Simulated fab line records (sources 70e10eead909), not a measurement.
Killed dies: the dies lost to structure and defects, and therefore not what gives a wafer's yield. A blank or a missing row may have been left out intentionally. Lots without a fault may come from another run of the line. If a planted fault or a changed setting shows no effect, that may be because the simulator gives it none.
fab line records -- flow nand-harc
record: lots: 6, wafers: 18, last-day: 31
route steps=1302 shown P_CONTACT@249 P_M0@253 END@1302
lots with no fault: from the same line, run without faults
start-h: hours from the record's first day to the start of the lot's first wafer shown -- wait-h: hours elapsed since this lot's preceding step -- " same as the row above -- L1.1+2: a row that stands for several wafers -- - either no value or no given start -- * or withheld: withheld -- < > ~ a bound
route shown NAME@n: NAME is a module with steps in the file, n the number in the route of the first one -- usual: mean and standard deviation over wafers with no fault -- same: alike in all rows -- chamber/n: place in a boat -- sites: per-site readings -- _std_site: the standard deviation of these -- _edge_site: inner sites' mean taken away from outer sites' mean -- radius-mm: how far each site lies from the wafer's centre -- mask NAME#n: copy n -- behind: the most recent tool/chamber to have shaped the wafer -- hold: reason for holding the lot/hours on hold/outcome of the hold -- device: whichever transistor did not switch (one of n, p or np) -- end of line: the tests these same wafers got at the end of their route -- step lacking rows: just its recipe -- killed: the dies lost at the first sort to structure and to defects; this is not the yield of the wafer -- map: dies across one wafer; x = killed, . = not, _ = none there
set.NAME: the run value of the setting; set.NAME@STEP: its run value at that earlier step -- model.NAME: the simulator's own value behind a step, which no gauge read
lots seen at some steps along the route; tables by step, rows by wafer
services: a tool's chamber out of use, with start hour (start-h, from the record's first day; less than 0 if before it), hours out, and reason
== steps ==
step: NHARC_P_CONTACT_CMP_24
recipe: t-overpolish-s: 30, target-thk-nm: 200
usual: motor-current-A: 13.0/1.2, overpolish-run-s: 30.000/0.0088, time-to-endpoint-s: 40.3/2.4
lot.wafer,tool,chamber,start-h,wait-h,motor-current-A,overpolish-run-s,time-to-endpoint-s
L289.2,cmp-01,0,119.92,0.5,15.7,30.014,37.8
L289.1,cmp-01,2,119.92,0.5,12.0,29.992,38.1
L289.3,cmp-01,3,119.92,0.5,13.4,29.987,40.1
L291.3,cmp-01,2,136.15,0.3,11.9,30.009,40.0
L291.1,cmp-01,0,136.15,0.3,15.6,29.997,38.5
L291.6,cmp-01,3,136.15,0.3,13.1,30.006,40.5
L297.4,cmp-01,1,196.01,0.4,11.5,29.998,40.0
L297.2,cmp-01,0,196.01,0.4,15.8,29.987,38.8
L297.5,cmp-01,1,196.01,0.4,11.6,29.992,39.7
L296.2,cmp-03,1,196.63,0.6,11.0,30.002,39.1
L296.5,cmp-03,2,196.63,0.6,13.9,30.008,41.5
L296.6,cmp-03,3,196.63,0.6,12.9,29.998,42.0
L307.3,cmp-04,2,296.78,0.3,13.5,29.989,40.2
L307.1,cmp-04,0,296.78,0.3,13.2,30.000,41.1
L307.5,cmp-04,3,296.78,0.3,13.3,29.989,39.0
L308.1,cmp-01,0,305.96,0.6,15.7,30.004,41.5
L308.4,cmp-01,1,305.96,0.6,12.0,30.003,39.2
L308.3,cmp-01,2,305.96,0.6,13.1,29.996,41.5
step: NHARC_P_CONTACT_SRD_26
step: NHARC_P_CONTACT_INSPECT_27
usual: raw-defect-count: 313/120
lot.wafer,tool,chamber,start-h,wait-h,raw-defect-count
L289.1,defect-inspect-02,-,120.32,0.1,404
L289.2,defect-inspect-02,-,120.32,0.1,368
L289.3,defect-inspect-02,-,120.32,0.1,507
L291.1,defect-inspect-02,-,136.55,0.1,335
L291.3,defect-inspect-02,-,136.55,0.1,313
L291.6,defect-inspect-02,-,136.55,0.1,350
L297.2,defect-inspect-01,-,196.42,0.1,546
L297.4,defect-inspect-01,-,196.42,0.1,450
L297.5,defect-inspect-01,-,196.42,0.1,546
L296.2,defect-inspect-02,-,196.95,0.1,228
L296.5,defect-inspect-02,-,196.95,0.1,253
L296.6,defect-inspect-02,-,196.95,0.1,180
L307.1,defect-inspect-02,-,297.17,0.1,246
L307.3,defect-inspect-02,-,297.17,0.1,171
L307.5,defect-inspect-02,-,297.17,0.1,277
L308.1,defect-inspect-01,-,306.33,0.1,156
L308.3,defect-inspect-01,-,306.33,0.1,286
L308.4,defect-inspect-01,-,306.33,0.1,205
step: NHARC_P_M0_DEP_00
recipe: target-thk-a: 1500, target-thk-nm: 150, temp-c: withheld, pressure-torr: 5, flow-sccm: 200, rf-w: 600, material: SiOC
step: NHARC_P_M0_DEHYDRATE_01
recipe: temp-c: 150, time-s: 120
step: NHARC_P_M0_HMDS_02
recipe: time-s: 30
step: NHARC_P_M0_COAT_33
recipe: temp-c: 200, time-s: 65
step: NHARC_P_M0_COAT_03
recipe: spin-rpm: 1500, resist-thk-nm: 90
step: NHARC_P_M0_SOFTBAKE_04
recipe: temp-c: 105, time-s: 55
step: NHARC_P_M0_EBR_05
step: NHARC_P_M0_EXPOSE_06
recipe: na: 1.35, target-cd-nm: 90, dose-mj: 81.28, mask-id: P_M0
step: NHARC_P_M0_PEB_07
recipe: peb-temp-c: 100, peb-time-s: 65
lot.wafer,tool,chamber,start-h,wait-h
L289.1+2+3,litho-track-04,0,121.15,0.1
L291.1+3+6,litho-track-06,0,137.38,0.1
L297.2+4+5,litho-track-06,0,197.24,0.1
L296.2+5+6,litho-track-06,0,197.65,0.1
L307.1+3+5,litho-track-01,0,298.00,0.1
L308.1+3+4,litho-track-04,0,307.03,0.1
step: NHARC_P_M0_DEVELOP_08
recipe: develop-time-s: 35, dev-temp-c: 23
step: NHARC_P_M0_CD_MEAS_09
recipe: target-cd-nm: 90, landing-energy-ev: 500
usual: cd-nm: 89.9/0.48
lot.wafer,tool,chamber,start-h,wait-h,cd-nm
L289.1,cd-sem-02,0,121.22,-,89.9
L289.2,cd-sem-02,0,121.22,-,90.1
L289.3,cd-sem-02,0,121.22,-,90.3
L291.1,cd-sem-02,0,137.45,-,90.7
L291.3,cd-sem-02,0,137.45,-,89.9
L291.6,cd-sem-02,0,137.45,-,89.7
L297.2,cd-sem-01,0,197.32,-,92.0
L297.4,cd-sem-01,0,197.32,-,91.2
L297.5,cd-sem-01,0,197.32,-,91.8
L296.2,cd-sem-03,0,197.73,-,92.3
L296.5,cd-sem-03,0,197.73,-,92.2
L296.6,cd-sem-03,0,197.73,-,92.0
L307.1,cd-sem-02,0,298.08,-,90.7
L307.3,cd-sem-02,0,298.08,-,90.2
L307.5,cd-sem-02,0,298.08,-,90.9
L308.1,cd-sem-03,0,307.10,-,90.0
L308.3,cd-sem-03,0,307.10,-,90.1
L308.4,cd-sem-03,0,307.10,-,89.9
step: NHARC_P_M0_OVL_MEAS_10
recipe: pitch-nm: 180
usual: overlay-x-nm: -0.1/0.79, overlay-y-nm: -0.2/0.85
lot.wafer,tool,chamber,start-h,wait-h,overlay-x-nm,overlay-y-nm
L289.1,overlay-01,-,121.31,-,-0.4,0.3
L289.2,overlay-01,-,121.31,-,-0.7,-0.1
L289.3,overlay-01,-,121.31,-,-0.8,0.0
L291.1,overlay-01,-,137.54,-,-0.5,0.5
L291.3,overlay-01,-,137.54,-,-0.4,-0.1
L291.6,overlay-01,-,137.54,-,-0.7,0.0
L297.2,overlay-01,-,197.41,-,0.0,-1.1
L297.4,overlay-01,-,197.41,-,-0.1,-0.7
L297.5,overlay-01,-,197.41,-,0.6,-1.3
L296.2,overlay-01,-,197.82,-,-0.7,0.8
L296.5,overlay-01,-,197.82,-,-0.4,0.3
L296.6,overlay-01,-,197.82,-,-0.4,0.3
L307.1,overlay-01,-,298.17,-,0.8,-0.2
L307.3,overlay-01,-,298.17,-,0.7,0.8
L307.5,overlay-01,-,298.17,-,0.8,-0.4
L308.1,overlay-02,-,307.19,-,-0.3,0.1
L308.3,overlay-02,-,307.19,-,0.0,-0.3
L308.4,overlay-02,-,307.19,-,-0.3,-0.3
step: NHARC_P_M0_INSPECT_11
usual: raw-defect-count: 3.9/2.3
lot.wafer,tool,chamber,start-h,wait-h,raw-defect-count
L289.1,defect-inspect-01,-,121.35,0.0,3
L289.2,defect-inspect-01,-,121.35,0.0,6
L289.3,defect-inspect-01,-,121.35,0.0,3
L291.1,defect-inspect-02,-,137.58,0.0,3
L291.3,defect-inspect-02,-,137.58,0.0,5
L291.6,defect-inspect-02,-,137.58,0.0,3
L297.2,defect-inspect-01,-,197.44,0.0,4
L297.4,defect-inspect-01,-,197.44,0.0,5
L297.5,defect-inspect-01,-,197.44,0.0,4
L296.2,defect-inspect-02,-,197.86,0.0,2
L296.5,defect-inspect-02,-,197.86,0.0,3
L296.6,defect-inspect-02,-,197.86,0.0,3
L307.1,defect-inspect-01,-,298.20,0.0,2
L307.3,defect-inspect-01,-,298.20,0.0,4
L307.5,defect-inspect-01,-,298.20,0.0,3
L308.1,defect-inspect-02,-,307.23,0.0,5
L308.3,defect-inspect-02,-,307.23,0.0,11
L308.4,defect-inspect-02,-,307.23,0.0,4
step: NHARC_P_M0_DESCUM_14
recipe: time-s: 3, o2-flow-sccm: 200, ar-flow-sccm: 0, bias-power-w: 0, chemistry: O2
usual: drypump-motor-current-A: 5.8/0.33, o2-flow-sccm: 199.9/0.57, oes-product-au: 1.002/0.0067, rf-vpp-V: 58.0/0.79, showerhead-plenum-p-Torr: 1.94/0.089, throttle-valve-pct: 11.312/0.0084
lot.wafer,tool,chamber,start-h,wait-h,drypump-motor-current-A,o2-flow-sccm,oes-product-au,rf-hours-counter-h,rf-vpp-V,showerhead-plenum-p-Torr,throttle-valve-pct,model.P_M0.cd-nm
L289.1,rie-diel-09,2,121.41,0.1,6.2,199.7,1.009,42,57.0,1.78,11.326,90
L289.2,rie-diel-09,3,121.41,0.1,6.4,200.0,1.005,50,59.4,1.95,11.309,90.18
L289.3,rie-diel-09,1,121.41,0.1,4.7,200.4,1.012,46,58.2,1.96,11.320,90.51
L291.3,rie-diel-01,1,137.64,0.1,5.5,200.3,1.002,33,58.2,1.94,11.306,90.25
L291.1,rie-diel-01,3,137.64,0.1,5.9,200.3,1.001,36,57.6,1.84,11.317,90.39
L291.6,rie-diel-01,2,137.64,0.1,5.8,200.0,1.004,-,58.6,1.77,11.329,89.47
L297.2,rie-diel-01,1,197.50,0.1,5.5,199.4,0.998,54,58.2,1.94,11.304,91.42
L297.4,rie-diel-01,2,197.50,0.1,5.7,199.6,0.997,52,57.2,1.76,11.318,90.8
L297.5,rie-diel-01,2,197.50,0.1,5.7,200.0,0.991,-,56.7,1.76,11.319,90.96
L296.2,rie-diel-01,1,197.99,0.1,5.5,201.3,1.005,54,57.5,1.94,11.308,92.19
L296.6,rie-diel-01,3,197.99,0.1,5.9,199.9,1.004,-,57.7,1.83,11.316,91.96
L296.5,rie-diel-01,0,197.99,0.1,5.4,199.2,1.011,-,58.4,1.90,11.307,92.04
L307.1,rie-diel-08,0,298.27,0.1,6.0,199.5,0.996,17,57.2,1.99,11.325,90.59
L307.3,rie-diel-08,1,298.27,0.1,6.1,200.0,1.005,15,58.0,1.85,11.310,89.55
L307.5,rie-diel-08,3,298.27,0.1,5.8,200.1,0.991,-,58.3,2.01,11.318,89.87
L308.1,rie-diel-01,2,307.29,0.1,5.7,200.6,0.992,28,58.5,2.07,11.309,90.33
L308.4,rie-diel-01,0,307.29,0.1,5.4,200.2,0.997,31,59.0,1.89,11.325,89.79
L308.3,rie-diel-01,1,307.29,0.1,5.5,199.5,0.994,28,57.4,1.93,11.307,90.39
step: NHARC_P_M0_ETCH_34
recipe: target-depth-a: 400, overetch-a: 120, time-s: 43.94, ion-energy-ev: 200, n2-flow-sccm: 150, h2-flow-sccm: 150, ar-flow-sccm: 0, rf-w: 400, bias-w: 150, chemistry: N2/H2
usual: drypump-motor-current-A: 5.8/0.33, oes-product-au: 1.002/0.0078, rf-vpp-V: 431.4/2.6, showerhead-plenum-p-Torr: 2.07/0.094, throttle-valve-pct: 14.173/0.0094
lot.wafer,tool,chamber,start-h,wait-h,drypump-motor-current-A,oes-product-au,rf-hours-counter-h,rf-vpp-V,showerhead-plenum-p-Torr,throttle-valve-pct
L289.1,rie-diel-09,0,121.50,0.1,6.0,1.005,49,428.1,1.93,14.169
L289.2,rie-diel-09,1,121.50,0.1,4.7,1.009,46,431.4,2.09,14.186
L289.3,rie-diel-09,3,121.50,0.1,6.5,0.998,50,431.0,2.08,14.170
L291.1,rie-diel-01,1,137.73,0.1,5.5,0.998,33,430.7,2.07,14.171
L291.3,rie-diel-01,2,137.73,0.1,5.7,1.000,33,426.3,1.88,14.161
L291.6,rie-diel-01,1,137.73,0.1,5.5,0.992,-,432.1,2.07,14.171
L297.4,rie-diel-01,1,197.60,0.1,5.5,1.008,54,430.4,2.06,14.170
L297.2,rie-diel-01,3,197.60,0.1,5.9,1.004,58,428.4,1.95,14.170
L297.5,rie-diel-01,0,197.60,0.1,5.3,0.997,-,429.3,2.02,14.173
L296.2,rie-diel-01,1,198.06,0.1,5.5,1.001,54,430.7,2.06,14.174
L296.5,rie-diel-01,1,198.06,0.1,5.4,1.008,-,431.2,2.06,14.159
L296.6,rie-diel-01,2,198.06,0.1,5.7,0.996,-,427.6,1.88,14.163
L307.1,rie-diel-08,3,298.83,0.6,5.8,1.001,17,433.4,2.15,14.178
L307.3,rie-diel-08,0,298.83,0.6,6.1,0.999,17,431.9,2.12,14.193
L307.5,rie-diel-08,0,298.83,0.6,6.0,1.006,-,431.9,2.12,14.179
L308.4,rie-diel-01,2,307.38,0.1,5.7,0.999,28,436.6,2.21,14.167
L308.3,rie-diel-01,3,307.38,0.1,5.9,1.006,32,427.9,1.94,14.175
L308.1,rie-diel-01,0,307.38,0.1,5.4,0.998,31,430.5,2.01,14.173
step: NHARC_P_M0_ETCH_15
recipe: target-depth-a: 1500, overetch-a: 150, time-s: 82.5, c4f8-flow-sccm: withheld, ar-flow-sccm: 400, rf-w: 600, bias-w: 300, chemistry: C4F8/Ar
usual: oes-product-au: 0.954/0.02, rf-vpp-V: 441.6/2.9
lot.wafer,tool,chamber,start-h,wait-h,oes-product-au,rf-hours-counter-h,rf-vpp-V,model.P_M0.cd-nm
L289.3,rie-diel-09,0,-,-,0.933,49,437.9,90.46
L289.2,rie-diel-09,1,-,-,0.927,46,442.8,89.72
L289.1,rie-diel-09,3,-,-,0.920,50,442.2,89.68
L291.1,rie-diel-01,3,-,-,0.924,36,437.3,89.97
L291.3,rie-diel-01,1,-,-,0.915,33,441.9,90.34
L291.6,rie-diel-01,3,-,-,0.910,-,437.9,89.07
L297.4,rie-diel-01,3,-,-,0.931,58,437.8,90.83
L297.2,rie-diel-01,1,-,-,0.925,54,441.8,91.37
L297.5,rie-diel-01,3,-,-,0.925,-,438.2,91.06
L296.2,rie-diel-01,2,-,-,0.984,53,436.8,92.23
L296.6,rie-diel-01,3,-,-,0.969,-,437.0,92.03
L296.5,rie-diel-01,0,-,-,0.968,-,441.1,92.02
L307.3,rie-diel-08,0,-,-,0.925,17,443.0,89.31
L307.1,rie-diel-08,3,-,-,0.919,17,443.7,90.53
L307.5,rie-diel-08,1,-,-,0.924,-,437.9,89.58
L308.1,rie-diel-01,3,-,-,0.968,32,437.9,90.23
L308.3,rie-diel-01,0,-,-,0.977,31,439.5,90.34
L308.4,rie-diel-01,1,-,-,0.979,28,440.2,89.53
step: NHARC_P_M0_CD_MEAS_16
usual: cd-nm: 89.9/0.61
lot.wafer,tool,chamber,start-h,wait-h,cd-nm
L289.1,cd-sem-03,-,121.71,-,89.4
L289.2,cd-sem-03,-,121.71,-,89.6
L289.3,cd-sem-03,-,121.71,-,90.4
L291.1,cd-sem-03,-,137.94,-,90.1
L291.3,cd-sem-03,-,137.94,-,90.4
L291.6,cd-sem-03,-,137.94,-,89.2
L297.2,cd-sem-01,-,197.82,-,91.1
L297.4,cd-sem-01,-,197.82,-,91.2
L297.5,cd-sem-01,-,197.82,-,91.2
L296.2,cd-sem-01,-,198.27,-,91.9
L296.5,cd-sem-01,-,198.27,-,92.1
L296.6,cd-sem-01,-,198.27,-,92.2
L307.1,cd-sem-01,-,299.05,-,90.5
L307.3,cd-sem-01,-,299.05,-,89.4
L307.5,cd-sem-01,-,299.05,-,89.6
L308.1,cd-sem-03,-,307.59,-,90.2
L308.3,cd-sem-03,-,307.59,-,90.5
L308.4,cd-sem-03,-,307.59,-,89.5
step: NHARC_END_SORT_01
recipe: temp-c: 25
usual: defect-limited-yield: 91.7/2.8, killed-at-array: 52/19, killed-at-other: 0.8/1, killed-at-periphery: 3.7/2.5, killed-dies: 56/19, killed-open: 3.5/2, killed-short: 2.2/1.4, sort_bin_2_pct: 2.9/1.2, sort_bin_3_pct: 0.6/0.36, sort_bin_4_pct: 4.8/1.6, sort-n-pass: 621/19, sort-rim-yield-pct: 92/3.9, sort-yield-pct: 91.7/2.8
same: gross-dies: 677, sort_bin_5_pct[%]: 0, sort_bin_6_pct[%]: 0, sort_bin_7_pct[%]: 0, sort_bin_8_pct[%]: 0, sort-rim-n-gross: 106.00
lot.wafer,tool,chamber,start-h,wait-h,defect-limited-yield[%],killed-at-array,killed-at-other,killed-at-periphery,killed-dies,killed-open,killed-short,sort_bin_2_pct[%],sort_bin_3_pct[%],sort_bin_4_pct[%],sort-n-pass,sort-rim-yield-pct[%],sort-yield-pct[%]
L289.1,prober-02,0,562.59,2.5,93.2,45,0,1,46,2,2,1.6,0.4,4.7,631,96,93.2
L289.2,prober-02,0,563.38,2.8,92.6,46,0,4,50,2,3,2.4,0.6,4.4,627,97,92.6
L289.3,prober-02,0,564.17,3.1,93.5,41,0,3,44,2,3,2.1,0.3,4.1,633,97,93.5
L291.1,prober-01,0,569.29,2.5,88.2,76,1,3,80,5,3,4.6,0.9,6.4,597,84,88.2
L291.3,prober-01,0,570.90,3.1,90.3,66,0,0,66,5,3,3.8,0.9,5.0,611,89,90.3
L291.6,prober-01,0,573.30,4.0,88.0,80,0,1,81,3,0,5.2,0.7,6.1,596,83,88.0
L296.2,prober-01,0,631.42,2.8,90.3,60,1,5,66,6,3,3.4,0.7,5.6,611,85,90.3
L296.5,prober-01,0,633.83,3.7,88.6,76,0,1,77,6,2,4.6,0.4,6.4,600,90,88.6
L296.6,prober-01,0,634.64,4.0,92.2,51,1,1,53,3,0,3.5,0.6,3.7,624,89,92.2
L297.2,prober-02,0,631.44,2.8,91.4,54,1,3,58,5,0,4.0,0.1,4.4,619,90,91.4
L297.4,prober-02,0,633.03,3.4,90.7,60,0,3,63,3,2,2.7,0.1,6.5,614,93,90.7
L297.5,prober-02,0,633.83,3.7,93.1,43,1,3,47,3,5,1.6,1.2,4.1,630,91,93.1
L308.1,prober-01,0,740.22,2.5,91.3,55,0,4,59,4,1,3.8,0.7,4.1,618,88,91.3
L308.3,prober-01,0,741.82,3.1,89.4,65,1,6,72,4,2,2.7,1.2,6.8,605,91,89.4
L308.4,prober-01,0,742.62,3.4,89.5,67,0,4,71,2,1,4.0,0.6,5.9,606,88,89.5
L307.1,prober-01,0,748.02,2.5,88.3,71,3,5,79,6,1,4.3,0.4,6.9,598,92,88.3
L307.3,prober-01,0,749.63,3.1,86.0,91,0,4,95,4,6,4.7,0.9,8.4,582,86,86.0
L307.5,prober-01,0,751.23,3.7,90.7,59,1,3,63,2,2,3.1,0.9,5.3,614,88,90.7
killed by level:class
L289.1 A_SLIT:chamber-film-flake=27 A_CHANNEL_HOLE_D2:chamber-film-flake=8 A_WL_FILL:chamber-film-flake=3 P_M1:geometric-particle:short=1 A_ONON_D2:geometric-particle:open=1 A_CHANNEL_HOLE_D2:geometric-particle:open=1 A_M0:geometric-particle:short=1 A_CHANNEL_HOLE_D1:chamber-film-flake=1
L289.2 A_SLIT:chamber-film-flake=24 A_CHANNEL_HOLE_D2:chamber-film-flake=11 A_CHANNEL_HOLE_D1:chamber-film-flake=2 A_DECK1_JOINT:chamber-film-flake=2 A_WL_FILL:chamber-film-flake=2 P_GATE:geometric-particle:open=1 A_ONON_D2:geometric-particle:short=1 A_ONON_D2:geometric-particle:open=1
L289.3 A_SLIT:chamber-film-flake=23 A_WL_FILL:chamber-film-flake=5 P_M1:chamber-film-flake=3 A_CHANNEL_HOLE_D2:chamber-film-flake=3 A_CONTACT:chamber-film-flake=3 A_CHANNEL_FILL_D2:geometric-particle:short=2 A_ONON_D1:geometric-particle:short=1 A_ONON_D2:geometric-particle:open=1
L291.1 A_CHANNEL_HOLE_D2:chamber-film-flake=24 A_SLIT:chamber-film-flake=17 A_CHANNEL_HOLE_D1:chamber-film-flake=15 A_STAIRCASE:chamber-film-flake=7 A_CONTACT:chamber-film-flake=4 P_GATE:chamber-film-flake=2 A_M0:chamber-film-flake=2 P_GATE:geometric-particle:open=1
L291.3 A_SLIT:chamber-film-flake=26 A_CHANNEL_HOLE_D2:chamber-film-flake=12 A_CHANNEL_HOLE_D1:chamber-film-flake=8 A_STAIRCASE:chamber-film-flake=7 A_CHANNEL_FILL_D2:geometric-particle:open=3 A_SGD_CUT:geometric-particle:short=2 A_DECK1_JOINT:chamber-film-flake=2 A_CONTACT:chamber-film-flake=2
L291.6 A_CHANNEL_HOLE_D1:chamber-film-flake=31 A_SLIT:chamber-film-flake=20 A_CHANNEL_HOLE_D2:chamber-film-flake=15 A_STAIRCASE:chamber-film-flake=5 A_CONTACT:chamber-film-flake=4 A_ONON_D1:geometric-particle:open=1 A_ONON_D2:geometric-particle:open=1 A_CHANNEL_FILL_D2:geometric-particle:open=1
L296.2 A_SLIT:chamber-film-flake=27 A_CHANNEL_HOLE_D2:chamber-film-flake=14 A_CONTACT:chamber-film-flake=6 A_ZERO_WELL:chamber-film-flake=4 A_CHANNEL_HOLE_D1:chamber-film-flake=3 A_M1:geometric-particle:open=2 P_CONTACT:geometric-particle:open=1 P_M0:geometric-particle:open=1
L297.2 A_CHANNEL_HOLE_D1:chamber-film-flake=32 A_CHANNEL_HOLE_D2:chamber-film-flake=9 A_CONTACT:chamber-film-flake=6 P_GATE:chamber-film-flake=2 A_SLIT:chamber-film-flake=2 P_CONTACT:geometric-particle:open=1 A_ONON_D1:geometric-particle:open=1 A_CHANNEL_HOLE_D1:geometric-particle:open=1
L297.4 A_CHANNEL_HOLE_D1:chamber-film-flake=28 A_CHANNEL_HOLE_D2:chamber-film-flake=13 A_STAIRCASE:chamber-film-flake=5 A_CHANNEL_FILL_D1:chamber-film-flake=3 A_CONTACT:chamber-film-flake=3 A_WL_FILL:chamber-film-flake=2 A_CHANNEL_FILL_D1:geometric-particle:open=1 A_DECK1_JOINT:geometric-particle:open=1
L297.5 A_CHANNEL_HOLE_D2:chamber-film-flake=18 A_CHANNEL_HOLE_D1:chamber-film-flake=16 A_STAIRCASE:chamber-film-flake=3 A_BLC:geometric-particle:short=2 P_ZERO_WELL:geometric-particle:open=1 P_CONTACT:geometric-particle:open=1 A_ONON_D1:geometric-particle:open=1 A_CHANNEL_HOLE_D1:geometric-particle:short=1
L296.5 A_CHANNEL_HOLE_D2:chamber-film-flake=28 A_SLIT:chamber-film-flake=25 A_CHANNEL_HOLE_D1:chamber-film-flake=5 A_CONTACT:chamber-film-flake=4 A_ZERO_WELL:chamber-film-flake=3 A_SOURCE_PLATE:geometric-particle:open=1 A_CHANNEL_FILL_D1:geometric-particle:open=1 A_CHANNEL_FILL_D1:geometric-particle:short=1
L296.6 A_SLIT:chamber-film-flake=27 A_CHANNEL_HOLE_D2:chamber-film-flake=12 A_CHANNEL_HOLE_D1:chamber-film-flake=5 A_CONTACT:chamber-film-flake=3 A_ZERO_WELL:chamber-film-flake=2 P_M1:geometric-particle:open=1 A_CONTACT:geometric-particle:open=1 A_M0:geometric-particle:open=1
L308.1 A_SLIT:chamber-film-flake=34 A_CHANNEL_HOLE_D1:chamber-film-flake=11 A_CONTACT:chamber-film-flake=3 A_CHANNEL_FILL_D2:chamber-film-flake=2 A_WL_FILL:chamber-film-flake=2 P_GATE:geometric-particle:open=1 P_CONTACT:geometric-particle:open=1 P_M0:geometric-particle:open=1
L308.3 A_SLIT:chamber-film-flake=34 A_CHANNEL_HOLE_D1:chamber-film-flake=14 A_CONTACT:chamber-film-flake=5 A_STAIRCASE:chamber-film-flake=4 P_GATE:chamber-film-flake=3 P_CONTACT:chamber-film-flake=2 P_GATE:geometric-particle:open=1 A_ONON_D1:geometric-particle:short=1
L308.4 A_SLIT:chamber-film-flake=29 A_CHANNEL_HOLE_D1:chamber-film-flake=25 A_CONTACT:chamber-film-flake=4 P_GATE:chamber-film-flake=3 A_DECK1_JOINT:chamber-film-flake=2 A_WL_FILL:chamber-film-flake=2 A_ONON_D1:geometric-particle:short=1 A_CONTACT:geometric-particle:open=1
L307.1 A_SLIT:chamber-film-flake=42 A_CHANNEL_HOLE_D1:chamber-film-flake=14 A_CHANNEL_HOLE_D2:chamber-film-flake=4 A_STAIRCASE:chamber-film-flake=4 P_CONTACT:geometric-particle:open=3 A_CONTACT:chamber-film-flake=3 THIN_TSV:chamber-film-flake=2 P_M0:geometric-particle:open=1
L307.3 A_SLIT:chamber-film-flake=36 A_CHANNEL_HOLE_D1:chamber-film-flake=35 A_CONTACT:chamber-film-flake=6 A_ONON_D2:geometric-particle:short=2 A_WL_FILL:geometric-particle:short=2 P_ZERO_WELL:chamber-film-flake=2 A_ONON_D1:geometric-particle:open=1 A_CHANNEL_HOLE_D1:geometric-particle:open=1
L307.5 A_SLIT:chamber-film-flake=31 A_CHANNEL_HOLE_D1:chamber-film-flake=13 A_CONTACT:chamber-film-flake=4 A_CHANNEL_HOLE_D2:chamber-film-flake=3 P_ZERO_WELL:chamber-film-flake=2 P_CONTACT:geometric-particle:open=1 A_SOURCE_PLATE:geometric-particle:open=1 A_WL_FILL:geometric-particle:short=1
== services ==
tool,chamber,start-h,hours,kind
cmp-04,-,126.18,4.0,pm
rie-diel-09,-,144.00,9.0,pm
rie-diel-09,0,156.89,33.5,repair
rie-diel-08,1,166.63,15.2,repair
rie-diel-08,0,173.04,23.7,repair
litho-track-06,-,179.00,7.0,pm
rie-diel-09,1,179.69,4.2,repair
rie-diel-09,2,182.55,19.4,repair
rie-diel-01,0,184.62,5.9,repair
cmp-01,-,185.55,4.0,pm
rie-diel-08,-,191.83,9.0,pm
litho-track-04,-,203.00,7.0,pm
rie-diel-01,-,207.04,9.0,pm
cmp-01,-,217.49,1.1,repair
rie-diel-01,-,220.11,1.7,repair
cmp-01,-,220.37,5.2,repair
rie-diel-08,1,231.15,4.8,repair
cmp-01,-,235.00,2.8,repair
rie-diel-01,-,237.82,0.8,repair
rie-diel-09,2,243.48,2.9,repair
cmp-01,-,254.50,0.7,repair
rie-diel-09,3,269.89,1.6,repair
cmp-01,-,283.55,4.0,pm
cmp-01,-,300.05,0.9,repair
== key ==
first-sign: step: NHARC_P_M0_CD_MEAS_09, reading: cd-nm, direction: up, sigmas: 4.2, usual: 89.9, struck: 91.9, through: control-loop
effect: step: NHARC_P_M0_CD_MEAS_16, reading: cd-nm, direction: up, sigmas: 2.8, usual: 89.9, struck: 91.6, through: control-loop
model-effect: step: NHARC_P_M0_DESCUM_14, value: P_M0.cd-nm, without: 89.57, struck: 91.56
model-effect: step: NHARC_P_M0_ETCH_15, value: P_M0.cd-nm, without: 89.6, struck: 91.59
met-at NHARC_P_M0_PEB_07
struck-wafers L296.2,L296.5,L296.6,L297.2,L297.4,L297.5
loop-trim: step: NHARC_P_M0_EXPOSE_06, setting: dose, lots: L296
onset-between 137.38 197.24
fault: kind: process-parameter-drift, tool: litho-track-06, chamber: -, onset-h: 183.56, steps: NHARC_P_M0_PEB_07, channel: peb-time-s, offset: *, shape: step, end-h: 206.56, acts-in: *, stated: *
loop-trim: a control loop set the setting to another value than it would have without faults
